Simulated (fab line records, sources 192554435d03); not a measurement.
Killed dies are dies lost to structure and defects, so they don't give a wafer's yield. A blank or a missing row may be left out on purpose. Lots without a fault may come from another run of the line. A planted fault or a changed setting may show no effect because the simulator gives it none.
Which tool did it? | flow n5_finfet | 9 lots, 27 wafers sampled, at 5 steps of a route of 1938

WHAT THE GAUGES READ, wafer by wafer
N5_HKMG_FIN_CD_MEAS_12: target cd 92.8 nm.
lot  | measured     | on        | cd_nm (nm)
L444 | day 4 03:50  | cd_sem-02 | 93.4 92.5 92.2
L446 | day 4 15:08  | cd_sem-03 | 92.5 92.7 92.3
L447 | day 4 21:13  | cd_sem-03 | 92.9 93.4 92.6
L452 | day 6 07:07  | cd_sem-01 | 91.9 92.2 92.7
L454 | day 6 19:22  | cd_sem-01 | 92.4 92.3 92.6
L457 | day 7 11:11  | cd_sem-02 | 92.8 92.8 92.9
L458 | day 7 18:59  | cd_sem-01 | 92.3 92.7 92.2
L466 | day 10 00:24 | cd_sem-01 | 92.8 92.8 91.9
L467 | day 10 03:44 | cd_sem-02 | 92.2 93.7 92.8

N5_BEOL_M4_RC_MEAS_101.
lot  | measured     | on        | DIBL_N (mV/V)  | DIBL_P (mV/V)  | IOFF_N (nA/um)    | IOFF_N_85C (nA/um) | IOFF_N_LIN (nA/um) | IOFF_N_LONG (nA/um)     | IOFF_P (nA/um) | IOFF_P_85C (nA/um) | IOFF_P_LIN (nA/um) | IOFF_P_LONG (nA/um)        | ION_N (uA/um) | ION_P (uA/um) | SS_N (mV/dec)  | SS_P (mV/dec)  | VT_N (mV)   | VT_N_LONG (mV)    | VT_N_LVT (mV) | VT_P (mV)      | VT_P_LONG (mV) | VT_P_LVT (mV)
L444 | day 7 18:44  | prober-02 | 37.2 35.0 35.2 | 39.2 38.2 36.6 | 0.199 0.160 0.161 | 3.8 3.1 3.1        | 0.090 0.077 0.078  | 5.8e-05 5.8e-05 5.8e-05 | 0.27 0.24 0.22 | 4.4 4.1 3.8        | 0.120 0.114 0.107  | 0.000114 0.000114 0.00011  | 681 672 684   | 469 465 467   | 72.2 71.1 71.0 | 74.2 73.9 73.7 | 247 248 248 | 274.4 272.4 272.4 | 94 97 96      | -244 -246 -247 | -271 -272 -273 | -95 -95 -96
L446 | day 8 11:07  | prober-01 | 38.6 34.7 34.8 | 38.5 32.9 34.2 | 0.217 0.139 0.144 | 4.1 2.8 2.9        | 0.094 0.067 0.069  | 5.6e-05 5.7e-05 5.5e-05 | 0.30 0.21 0.22 | 4.8 3.6 3.9        | 0.126 0.099 0.106  | 0.000117 0.000116 0.000116 | 674 671 673   | 468 463 460   | 72.4 71.0 71.6 | 74.4 72.9 73.5 | 248 251 251 | 274.6 276.2 276.3 | 98 103 102    | -244 -249 -248 | -269 -273 -271 | -97 -101 -100
L447 | day 8 13:11  | prober-02 | 34.3 34.6 33.5 | 36.0 34.9 35.0 | 0.149 0.144 0.146 | 3.0 2.9 2.9        | 0.069 0.066 0.068  | 5.5e-05 5.5e-05 5.5e-05 | 0.18 0.17 0.17 | 3.3 3.0 3.2        | 0.085 0.081 0.085  | 9.8e-05 9.4e-05 9.6e-05    | 676 664 670   | 457 455 459   | 70.9 71.6 70.7 | 72.8 72.0 73.0 | 252 254 251 | 275.8 275.1 272.8 | 99 100 98     | -255 -253 -252 | -275 -279 -278 | -102 -103 -101
L452 | day 10 02:28 | prober-02 | 33.7 35.1 33.6 | 32.3 34.0 32.7 | 0.114 0.131 0.112 | 2.3 2.6 2.3        | 0.055 0.061 0.055  | 5.1e-05 5.1e-05 5.1e-05 | 0.16 0.19 0.17 | 3.0 3.4 3.1        | 0.081 0.092 0.084  | 9.9e-05 0.000101 0.000105  | 666 674 666   | 458 463 467   | 70.7 71.6 72.0 | 72.2 72.7 72.5 | 256 255 255 | 278.4 276.7 275.8 | 105 104 106   | -253 -253 -255 | -277 -279 -277 | -104 -102 -103
L454 | day 10 11:20 | prober-02 | 37.7 35.7 34.8 | 38.4 35.6 34.8 | 0.186 0.148 0.139 | 3.5 2.9 2.8        | 0.084 0.069 0.067  | 5.5e-05 5.7e-05 5.6e-05 | 0.26 0.22 0.21 | 4.4 3.9 3.8        | 0.117 0.106 0.104  | 0.000114 0.000113 0.000114 | 680 662 677   | 466 463 465   | 72.5 71.3 70.7 | 74.4 73.1 73.3 | 250 250 250 | 272.6 274.3 275.2 | 95 99 97      | -245 -248 -248 | -274 -273 -273 | -94 -95 -96
L457 | day 11 01:20 | prober-02 | 34.1 35.7 36.3 | 33.8 35.6 36.0 | 0.021 0.025 0.026 | 0.6 0.7 0.7        | 0.010 0.012 0.012  | 2.2e-05 2.3e-05 2.3e-05 | 0.26 0.29 0.30 | 4.2 4.7 4.8        | 0.126 0.137 0.142  | 0.000141 0.00014 0.000142  | 552 566 556   | 469 473 472   | 71.3 72.0 71.7 | 72.5 72.6 73.2 | 302 302 302 | 328.6 328.4 327.4 | 157 152 152   | -240 -242 -241 | -265 -264 -260 | -94 -92 -92
L458 | day 11 20:35 | prober-01 | 36.5 36.3 35.8 | 35.6 37.1 35.7 | 0.028 0.029 0.027 | 0.7 0.8 0.7        | 0.012 0.014 0.012  | 2.6e-05 2.5e-05 2.5e-05 | 0.33 0.37 0.32 | 5.3 5.7 5.1        | 0.155 0.168 0.151  | 0.000161 0.00016 0.000157  | 562 562 557   | 480 484 480   | 71.5 71.2 71.9 | 73.4 72.8 72.5 | 301 299 299 | 321.2 326.0 322.0 | 150 147 149   | -239 -234 -236 | -260 -259 -259 | -88 -87 -88
L466 | day 13 20:10 | prober-01 | 34.3 36.4 35.3 | 34.6 36.6 35.2 | 0.123 0.150 0.124 | 2.5 2.9 2.5        | 0.060 0.070 0.059  | 5.2e-05 5.2e-05 5.2e-05 | 0.18 0.20 0.17 | 3.1 3.5 3.1        | 0.087 0.094 0.083  | 0.000101 0.000105 9.7e-05  | 663 673 667   | 458 464 456   | 71.2 71.5 71.2 | 72.0 73.5 72.7 | 253 250 253 | 276.1 272.7 276.6 | 104 101 103   | -252 -250 -251 | -276 -280 -279 | -101 -101 -103
L467 | day 14 06:29 | prober-02 | 34.8 33.8 35.4 | 33.5 32.4 34.7 | 0.121 0.104 0.132 | 2.5 2.2 2.7        | 0.058 0.051 0.063  | 5.4e-05 5.3e-05 5.3e-05 | 0.19 0.17 0.20 | 3.2 3.0 3.5        | 0.092 0.088 0.098  | 0.000106 0.000109 0.000109 | 674 653 668   | 459 457 467   | 70.5 70.8 71.3 | 73.0 72.3 73.0 | 254 259 252 | 278.0 274.5 277.6 | 103 105 103   | -252 -253 -249 | -272 -274 -270 | -101 -101 -101

WHICH TOOL RAN EACH LOT (tool, then ch and the chambers of the sampled wafers, then the start)
lot  | N5_HKMG_FIN_ETCH_86                | N5_HKMG_FIN_ALD_71                  | N5_HKMG_FIN_STRIP_69
L444 | rie_diel-01 ch 1,3, day 4 05:17    | ald_metal-02 ch 0,2,3, day 4 06:01  | plasma_asher-02 ch 0, day 4 06:43
L446 | rie_diel-05 ch 0,1, day 4 16:32    | ald_metal-04 ch 0,1,3, day 4 17:16  | plasma_asher-02 ch 0,1, day 4 17:59
L447 | rie_diel-06 ch 0,1, day 4 23:01    | ald_metal-02 ch 0,2,3, day 4 23:45  | plasma_asher-01 ch 0,1, day 5 00:27
L452 | rie_diel-01 ch 1,2,3, day 6 08:33  | ald_metal-03 ch 0,2,3, day 6 09:17  | plasma_asher-02 ch 0, day 6 10:10
L454 | rie_diel-01 ch 0,2, day 6 20:59    | ald_metal-02 ch 0,1,3, day 6 21:47  | plasma_asher-02 ch 0,1, day 6 22:29
L457 | rie_diel-01 ch 0,1,3, day 7 12:35  | ald_metal-02 ch 0,1,3, day 7 13:19  | plasma_asher-02 ch 0, day 7 14:01
L458 | rie_diel-01 ch 0,3, day 7 20:23    | ald_metal-03 ch 2,3, day 7 21:07    | plasma_asher-01 ch 0,1, day 7 21:49
L466 | rie_diel-05 ch 0,2,3, day 10 01:50 | ald_metal-04 ch 0,2,3, day 10 02:34 | plasma_asher-01 ch 0, day 10 03:26
L467 | rie_diel-01 ch 1,2,3, day 10 05:10 | ald_metal-02 ch 0,1,2, day 10 05:53 | plasma_asher-01 ch 1, day 10 06:35
- N5_HKMG_FIN_ETCH_86: etches SOC in N2/H2, stops on TiN, target depth 393.2 nm.
- N5_HKMG_FIN_ALD_71: deposits TiN, target thk 1 nm, pulse time 1 s, purge time 3 s.
- N5_HKMG_FIN_STRIP_69: strips in N2/H2, time 360 s.

WHAT THE TOOLS THEMSELVES READ (means of the sampled wafers that have a number; where no wafer has one, the mark that the record gives instead)
N5_HKMG_FIN_ETCH_86.
lot  | tool        | drypump_motor_current_A (A) | oes_product_au (a.u.) | rf_vpp_V (V) | showerhead_plenum_p_Torr (Torr) | throttle_valve_pct (%)
L444 | rie_diel-01 | 5.5                         | 0.80                  | 240.2        | 2.49                            | 17.61
L446 | rie_diel-05 | 5.7                         | 0.85                  | 240.6        | 2.53                            | 17.63
L447 | rie_diel-06 | 5.3                         | 0.89                  | 243.0        | 2.70                            | 17.81
L452 | rie_diel-01 | 5.5                         | 0.77                  | 240.6        | 2.48                            | 17.72
L454 | rie_diel-01 | 5.6                         | 0.75                  | 239.9        | 2.48                            | 17.88
L457 | rie_diel-01 | 5.7                         | 0.74                  | 239.9        | 2.50                            | 17.90
L458 | rie_diel-01 | 5.9                         | 0.73                  | 240.2        | 2.50                            | 18.00
L466 | rie_diel-05 | 5.4                         | 0.84                  | 240.1        | 2.54                            | 17.70
L467 | rie_diel-01 | 5.4                         | 0.74                  | 239.6        | 2.46                            | 17.76

N5_HKMG_FIN_ALD_71.
lot  | tool         | chamber_pressure_Torr (Torr) | heater_power_w (W) | precursor_pulse_height_rel
L444 | ald_metal-02 | 3.001                        | 781                | 1.012
L446 | ald_metal-04 | 3.006                        | 886                | 1.013
L447 | ald_metal-02 | 3.004                        | 793                | 1.002
L452 | ald_metal-03 | 3.002                        | 838                | 1.003
L454 | ald_metal-02 | 3.001                        | 814                | 0.993
L457 | ald_metal-02 | -                            | -                  | -
L458 | ald_metal-03 | -                            | -                  | -
L466 | ald_metal-04 | 3.000                        | 909                | 0.984
L467 | ald_metal-02 | 3.000                        | 861                | 0.994

N5_HKMG_FIN_STRIP_69.
lot  | tool            | drypump_motor_current_A (A) | heater_power_w (W) | temp_c (C)
L444 | plasma_asher-02 | 5.7                         | 520                | 300.09
L446 | plasma_asher-02 | 5.9                         | 386                | 299.97
L447 | plasma_asher-01 | 5.0                         | 478                | 299.95
L452 | plasma_asher-02 | 5.7                         | 530                | 300.11
L454 | plasma_asher-02 | 5.8                         | 455                | 299.90
L457 | plasma_asher-02 | 5.7                         | 517                | 300.09
L458 | plasma_asher-01 | 5.0                         | 477                | 299.94
L466 | plasma_asher-01 | 5.1                         | 450                | 299.84
L467 | plasma_asher-01 | 4.7                         | 521                | 299.82

THE ANSWER, worked out from the rows above alone
Rule: what is usual is taken from the lots themselves. Put in order of their means at a reading, lots are off if they are a third of the lots or fewer, leave a main group of 4 or more, and stand apart from it by a gap of 3 or more times the standard deviation of the main group's means; of several such gaps the widest counts. A main group whose means are all the same, to the digits that the tables above print for the reading, isn't used. A lot without any number at a reading at which 4 lots or more have one is off too. The other lots that the step has rows for count as sound. The gauges are gone through in route order, then the tools' own readings, and for those a lot's mean is taken as printed above. The first step at which some lot is off is used, and at that step the reading that is off furthest; a lot without a number counts as furthest.
Off: L457, L458, at N5_BEOL_M4_RC_MEAS_101 (VT_N_LONG). The main group: mean 275.2 mV, standard deviation 1.3.
A tool fits if, at a process step before that reading, it ran every lot that is off, and no sound lot after the first of them. The gauges at N5_BEOL_M4_RC_MEAS_101 aren't tried: what is off there is off at N5_HKMG_FIN_ALD_71 too, on other tools, and a gauge's error can't cause that. None of those tried fits.

WHAT THE SIMULATOR HAD PUT IN
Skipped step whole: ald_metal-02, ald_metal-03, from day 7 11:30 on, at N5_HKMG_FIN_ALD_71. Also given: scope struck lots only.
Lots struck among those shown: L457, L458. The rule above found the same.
